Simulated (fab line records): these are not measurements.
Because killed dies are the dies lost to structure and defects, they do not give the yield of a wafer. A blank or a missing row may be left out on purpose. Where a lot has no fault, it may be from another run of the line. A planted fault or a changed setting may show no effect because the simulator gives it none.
Matching of chambers | flow n5 finfet | 3 sister chambers for N5_BEOL_M8_DEP_56 on pecvd-03
The step deposits SiCN from 3MS/NH3, target thk 10 nm, time 17.5 s. 3 wafers are shown with their chamber, then 12 later ones without.

== WAFERS PAIRED WITH THEIR CHAMBERS ==
wafer  | chamber | throttle valve pct (%)
L091.5 | 0       | 10.1
L092.4 | 1       | 8.1
L092.6 | 2       | 8.2

== WAFERS WHOSE CHAMBER IS MISSING ==
wafer  | throttle valve pct (%)
L094.2 | 8.0
L094.3 | 8.0
L094.4 | 8.2
L095.1 | 8.3
L095.3 | 10.0
L095.5 | 9.9
L097.2 | 10.3
L097.3 | 8.3
L097.5 | 8.0
L096.1 | 8.2
L096.3 | 9.9
L096.5 | 9.7

== CHAMBER TAKEN BY EACH ==
wafer  | from the rows above     | in truth
L094.2 | can't be placed: 1 or 2 | 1
L094.3 | can't be placed: 1 or 2 | 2
L094.4 | can't be placed: 2 or 1 | 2
L095.1 | can't be placed: 2 or 1 | 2
L095.3 | 0                       | 0
L095.5 | 0                       | 0
L097.2 | 0                       | 0
L097.3 | can't be placed: 2 or 1 | 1
L097.5 | can't be placed: 1 or 2 | 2
L096.1 | can't be placed: 2 or 1 | 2
L096.3 | 0                       | 0
L096.5 | 0                       | 0
Correct placement for 5 of the 12. Not placeable from these rows: 7 (in 7, the candidates include the true chamber). Number placed wrongly: 0.
How it was worked out, from the rows above alone: a wafer's distance from a chamber is the root of the sum, over the readings, of the square of ((its reading less the chamber's mean) divided by the reading's scatter). The wafer belongs to the nearest chamber; if the next one is less than 2 further off, it can't be placed. Each chamber's mean is taken over the wafers shown for it. The scatter: root of mean squared gap, hidden wafer to nearest shown wafer, with one shown wafer a chamber.
